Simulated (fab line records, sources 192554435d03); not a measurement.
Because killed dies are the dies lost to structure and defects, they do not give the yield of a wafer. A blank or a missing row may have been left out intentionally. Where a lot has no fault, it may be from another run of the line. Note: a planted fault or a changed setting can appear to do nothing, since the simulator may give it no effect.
fab line records | flow n5-finfet
record lots=6 wafers=16 last-day=17
route steps=1938 shown BEOL_M10@1514
lots with no fault: from the same line, run without faults
start-h: hours from the record's opening day to when the first of the lot's shown wafers began | wait-h: hours since the lot's step before | " identical to the entry in the row above | L1.1+2: one row covering several wafers at once | - value missing, or start not given | * or withheld: withheld | < > ~ a bound
route shown NAME@n: a module of which the file shows steps, and the number in the route of the first | usual: mean/standard deviation taken from wafers without a fault | same: alike in all rows | chamber/n: place in a boat | sites: readings site by site | _std_site: their standard deviation | _edge_site: the outer-site mean with the inner-site mean subtracted | radius-mm: how far each site lies from the wafer's centre | mask NAME#n: copy n | behind: the last tool/chamber to shape the wafer | hold: cause of the lot's hold/its duration in hours/its outcome | device: names the non-switching transistor (n, p or np) | end of line: the same wafers' tests at the end of the route | a step without rows: its recipe alone | killed: count of dies lost to structure and defects at first sort (not the wafer's yield) | map: a wafer's dies, marking killed ones x, the rest . and places with no die _
set.NAME: the setting the step ran with; set.NAME@STEP: the setting that earlier step ran with | model.NAME: the simulator's own value behind a step, which no gauge read
certain route steps with their lots: each step a table, each wafer a row
services: the hour from which a tool's chamber was out of use, counted from the record's first day as start-h (under 0 if before that day), plus the number of hours and why
## steps
# step N5_BEOL_M10_STRIP_77
# recipe chemistry=N2/H2 time-s=10 power-w=450 temp-c=40 pressure-mtorr=20 rf-frequency-hz=6e+07 bias-power-w=7 n2-flow-sccm=200 h2-flow-sccm=200
# usual drypump-motor-current-A=5.8/0.38 n2-flow-sccm=200.0/0.62 oes-product-au=0.82/0.073 rf-vpp-V=59.1/0.98 showerhead-plenum-p-Torr=2.55/0.086 throttle-valve-pct=23.55/0.25
# columns lot.wafer tool chamber start-h wait-h drypump-motor-current-A n2-flow-sccm oes-product-au rf-hours-counter-h rf-vpp-V showerhead-plenum-p-Torr throttle-valve-pct
L734.1 rie-diel-02 2 - - 5.9 200.4 0.72 189 58.1 2.44 23.88
L734.3 " 3 " " 6.3 201.0 0.70 223 57.4 2.62 23.40
L734.4 " 3 " " 6.3 201.2 0.70 - 59.7 2.62 23.42
L739.1 rie-diel-04 1 - - 5.7 199.6 0.74 203 59.8 2.62 23.70
L739.3 " 0 " " 5.5 199.7 0.85 57 59.7 2.67 23.17
L739.5 " 0 " " 5.5 200.3 0.85 - 58.9 2.67 23.17
L741.2 rie-diel-04 0 - - 5.6 200.0 0.85 65 58.9 2.67 23.19
L741.6 " 3 " " 5.5 199.2 0.78 - 59.9 2.45 23.57
L745.3 rie-diel-04 3 - - 5.5 200.1 0.78 101 58.9 2.45 23.58
L745.6 " 1 " " 5.7 200.5 0.73 - 57.4 2.62 23.72
L751.1 rie-diel-02 2 - - 5.9 200.3 0.69 222 58.0 2.42 23.92
L751.5 " 2 " " 5.9 200.4 0.70 - 59.4 2.42 23.92
L751.6 " 1 " " 5.6 200.3 0.88 - 60.2 2.69 23.17
L755.1 rie-diel-02 0 - - 5.9 199.6 0.82 121 59.5 2.54 23.66
L755.2 " 1 " " 5.6 199.0 0.86 45 57.5 2.69 23.16
L755.4 " 3 " " 6.3 199.5 0.97 11 59.0 2.61 23.33
# step N5_BEOL_M10_OCD_MEAS_38
# usual trench-depth-nm=149.5/1.9
# columns lot.wafer tool chamber start-h wait-h trench-depth-nm
L734.1 ocd-01 - 237.32 - 148.1
L734.3 " - " " 144.3
L734.4 " - " " 145.4
L739.1 ocd-02 - 255.11 - 150.2
L739.3 " - " " 153.0
L739.5 " - " " 151.6
L741.2 ocd-02 - 271.54 - 149.5
L741.6 " - " " 148.7
L745.3 ocd-02 - 285.59 - 148.1
L745.6 " - " " 149.0
L751.1 ocd-02 - 323.82 - 148.2
L751.5 " - " " 149.5
L751.6 " - " " 152.2
L755.1 ocd-01 - 363.29 - 150.2
L755.2 " - " " 149.0
L755.4 " - " " 150.4
# step N5_BEOL_M10_HM_STRIP_39
# recipe chemistry=peroxide-tin-strip material=TiN target-depth-a=250 temp-c=50 time-s=158
# step N5_BEOL_M10_SRD_40
# recipe time-s=30 temp-c=23 rinse-liquid=diw dry=ipa-marangoni
# step N5_BEOL_M10_PRECLEAN_42
# recipe chemistry=residue-remover time-s=60 temp-c=40
# step N5_BEOL_M10_SRD_43
# recipe time-s=30 temp-c=23 rinse-liquid=diw dry=ipa-marangoni
# step N5_BEOL_M10_CD_MEAS_35
# recipe target-cd-nm=70 polarity=opening
# usual cd-nm=70.1/0.62
# columns lot.wafer tool chamber start-h wait-h cd-nm
L734.1 cd-sem-01 - 237.47 0.0 70.2
L734.3 " - " " 71.1
L734.4 " - " " 69.9
L739.1 cd-sem-03 - 255.27 0.0 70.3
L739.3 " - " " 70.3
L739.5 " - " " 71.0
L741.2 cd-sem-02 - 271.79 0.0 71.0
L741.6 " - " " 70.6
L745.3 cd-sem-03 - 285.75 0.0 69.9
L745.6 " - " " 69.3
L751.1 cd-sem-03 - 323.99 0.0 70.0
L751.5 " - " " 70.1
L751.6 " - " " 70.1
L755.1 cd-sem-03 - 363.44 0.0 70.2
L755.2 " - " " 70.5
L755.4 " - " " 70.5
# step N5_BEOL_M10_CURE_72
# recipe temp-c=370 time-s=120 ambient=DMADMS/He material=SiCOH_lowk
# step N5_BEOL_M10_DEGAS_44
# recipe ambient=vacuum temp-c=250 time-s=60
# usual heater-power-w=327/30
# columns lot.wafer tool chamber start-h wait-h heater-power-w
L734.1 pvd-sputter-01 - 238.97 1.4 339
L734.3 " - " " 339
L734.4 " - " " 343
L739.1 pvd-sputter-02 - 256.23 0.8 368
L739.3 " - " " 299
L739.5 " - " " 298
L741.2 pvd-sputter-02 - 273.62 1.7 306
L741.6 " - " " 325
L745.3 pvd-sputter-03 - 286.22 0.3 305
L745.6 " - " " 307
L751.1 pvd-sputter-03 - 324.45 0.4 418
L751.5 " - " " 420
L751.6 " - " " 318
L755.1 pvd-sputter-03 - 363.87 0.3 315
L755.2 " - " " 310
L755.4 " - " " 423
# step N5_BEOL_M10_PRE_CLEAN_45
# recipe gas=H2/He time-s=30 temp-c=250
# usual heater-power-w=327/30
# columns lot.wafer tool chamber start-h wait-h heater-power-w
L734.1 pvd-sputter-01 - 239.01 0.0 326
L734.3 " - " " 339
L734.4 " - " " 336
L739.1 pvd-sputter-02 - 256.27 0.0 370
L739.3 " - " " 293
L739.5 " - " " 301
L741.2 pvd-sputter-02 - 273.66 0.0 300
L741.6 " - " " 326
L745.3 pvd-sputter-03 - 286.26 0.0 311
L745.6 " - " " 320
L751.1 pvd-sputter-03 - 324.49 0.0 421
L751.5 " - " " 425
L751.6 " - " " 318
L755.1 pvd-sputter-03 - 363.91 0.0 308
L755.2 " - " " 311
L755.4 " - " " 419
# step N5_BEOL_M10_ALD_74
# recipe material=TaN target-thk-a=20 temp-c=275 ald-precursor-family=PDMAT ald-co-reactant=NH3 pressure-torr=3 carrier-flow-sccm=1500 pulse-time-s=2 purge-time-s=3 co-reactant-purge-time-s=2 co-reactant-pulse-time-s=3 ald-cycles=40 precursor-vessel-temp-c=75 precursor-vessel-pressure-torr=26.25 precursor-vessel-carrier-sccm=1000
# step N5_BEOL_M10_SURFACE_TREAT_76
# recipe gas=Ar time-s=* ion-energy-ev=* ion-current-ma-cm2=0.5 pressure-mtorr=* ar-flow-sccm=30
# usual throttle-valve-pct=*
# columns lot.wafer tool chamber start-h wait-h throttle-valve-pct
L734.1 pvd-sputter-01 - 239.39 0.2 *
L734.3 " - " " *
L734.4 " - " " *
L739.1 pvd-sputter-02 - 256.63 0.2 *
L739.3 " - " " *
L739.5 " - " " *
L741.2 pvd-sputter-02 - 274.06 0.2 *
L741.6 " - " " *
L745.3 pvd-sputter-01 - 286.66 0.2 *
L745.6 " - " " *
L751.1 pvd-sputter-01 - 324.83 0.2 *
L751.5 " - " " *
L751.6 " - " " *
L755.1 pvd-sputter-03 - 364.32 0.2 *
L755.2 " - " " *
L755.4 " - " " *
# step N5_BEOL_M10_CVD_75
# recipe material=Co target-thk-a=20 temp-c=withheld precursor=CCTBA/H2 pressure-torr=30 time-s=138.9
# usual run-length-s=161.7/0.64
# columns lot.wafer tool chamber start-h wait-h run-length-s
L734.1 cvd-co-01 0 239.51 0.1 160.8
L734.3 " 1 " " 161.5
L734.4 " 1 " " 161.8
L739.1 cvd-co-01 0 256.69 0.0 161.0
L739.3 " 1 " " 162.0
L739.5 " 1 " " 161.7
L741.2 cvd-co-01 2 274.12 0.0 81.6
L741.6 " 2 " " 162.7
L745.3 cvd-co-01 0 286.82 0.1 80.0
L745.6 " 1 " " 162.0
L751.1 cvd-co-02 1 324.89 0.0 161.8
L751.5 " 0 " " 161.6
L751.6 " 1 " " 161.7
L755.1 cvd-co-01 0 364.38 0.0 160.5
L755.2 " 1 " " 161.6
L755.4 " 1 " " 162.0
# step N5_BEOL_M10_SPUTTER_48
# recipe material=Cu target-thk-a=120 temp-c=-20 bias-v=60 power-w=26000 chamber-pressure-pa=0.13 time-s=2
# usual throttle-valve-pct=29.8/0.98
# columns lot.wafer tool chamber start-h wait-h throttle-valve-pct
L734.1 pvd-sputter-02 - 239.91 0.4 30.5
L734.3 " - " " 29.1
L734.4 " - " " 29.5
L739.1 pvd-sputter-02 - 256.83 0.1 29.4
L739.3 " - " " 30.4
L739.5 " - " " 30.7
L741.2 pvd-sputter-03 - 275.44 1.3 27.8
L741.6 " - " " 31.3
L745.3 pvd-sputter-03 - 286.95 0.1 31.8
L745.6 " - " " 31.6
L751.1 pvd-sputter-03 - 325.01 0.1 29.5
L751.5 " - " " 31.6
L751.6 " - " " 28.3
L755.1 pvd-sputter-02 - 364.50 0.1 30.1
L755.2 " - " " 29.4
L755.4 " - " " 29.4
## services
# columns tool chamber start-h hours kind
rie-diel-04 2 216.41 - clean
rie-diel-04 2 216.41 - consumable-replace:focus-ring
rie-diel-04 2 216.41 23.9 scheduled-down
rie-diel-04 2 216.41 23.9 vent-cycle
rie-diel-02 1 219.16 - clean
rie-diel-02 1 219.16 - consumable-replace:focus-ring
rie-diel-02 1 219.16 - consumable-replace:showerhead
rie-diel-02 1 219.16 21.4 scheduled-down
rie-diel-02 1 219.16 21.4 vent-cycle
rie-diel-04 3 238.86 7.2 repair
rie-diel-02 3 311.75 - clean
rie-diel-02 3 311.75 - consumable-replace:focus-ring
rie-diel-02 3 311.75 20.7 scheduled-down
rie-diel-02 3 311.75 20.7 vent-cycle
pvd-sputter-02 - 322.06 8.6 repair
cvd-co-02 - 326.71 1.1 repair
cvd-co-02 - 333.02 3.6 repair
rie-diel-02 0 349.30 4.2 repair
pvd-sputter-02 - 354.74 5.9 repair
## key
first-sign step=N5_BEOL_M10_CVD_75 reading=run-length-s direction=down sigmas=99+ usual=* struck=*
effect none on later readings
met-at N5_BEOL_M10_CVD_75
struck-wafers L741.2,L745.3
onset-between 256.69 274.12
fault kind=process-parameter-drift tool=cvd-co-01 chamber=- onset-h=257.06 steps=N5_BEOL_M10_CVD_75 channel=time-s offset=* shape=step end-h=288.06 scope=struck-wafers-only acts-in=* stated=*
